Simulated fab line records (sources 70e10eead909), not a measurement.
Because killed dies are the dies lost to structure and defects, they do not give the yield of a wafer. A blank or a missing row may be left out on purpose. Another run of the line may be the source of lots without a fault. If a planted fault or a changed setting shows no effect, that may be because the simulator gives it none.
Matching of chambers + flow nand-harc + NHARC_A_STAIRCASE_ETCH_313 on rie-diel-02 has 4 sister chambers
The step etches the open film in CF4/CHF3. 4 wafers are shown with their chamber, then 10 later ones without.

== EACH WAFER AND ITS CHAMBER ==
| wafer  | chamber | showerhead-plenum-p-Torr (Torr) |
|--------|---------|---------------------------------|
| L083.2 | 2       | 1.54                            |
| L088.4 | 1       | 1.65                            |
| L086.1 | 3       | 1.48                            |
| L086.3 | 0       | 1.48                            |

== WAFERS WHOSE CHAMBER IS MISSING ==
| wafer  | showerhead-plenum-p-Torr (Torr) |
|--------|---------------------------------|
| L086.5 | 1.65                            |
| L091.4 | 1.48                            |
| L091.5 | 1.65                            |
| L091.6 | 1.48                            |
| L089.3 | 1.53                            |
| L089.5 | 1.65                            |
| L089.6 | 1.53                            |
| L096.1 | 1.48                            |
| L096.2 | 1.65                            |
| L096.3 | 1.48                            |

== THE CHAMBER EACH PASSED THROUGH ==
| wafer  | from the rows above     | in truth |
|--------|-------------------------|----------|
| L086.5 | 1                       | 1        |
| L091.4 | can't be placed: 0 or 3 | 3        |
| L091.5 | 1                       | 1        |
| L091.6 | can't be placed: 0 or 3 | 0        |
| L089.3 | 2                       | 2        |
| L089.5 | 1                       | 1        |
| L089.6 | 2                       | 2        |
| L096.1 | can't be placed: 0 or 3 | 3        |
| L096.2 | 1                       | 1        |
| L096.3 | can't be placed: 0 or 3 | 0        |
Correctly placed: 6 of 10. Can't be placed from these rows: 4 (the true chamber is among the candidates in 4). 0 placed wrongly.
How it was worked out, from the rows above alone: a wafer's distance from a chamber is the root of the sum, over the readings, of the square of ((its reading less the chamber's mean) divided by the reading's scatter). The wafer belongs to the nearest chamber; if the next one is less than 2 further off, it can't be placed. For every chamber, the mean is computed from those of its wafers that are shown. The scatter (one wafer shown for each chamber): square how far every hidden wafer sits from the nearest shown wafer, average those squares and take the square root.
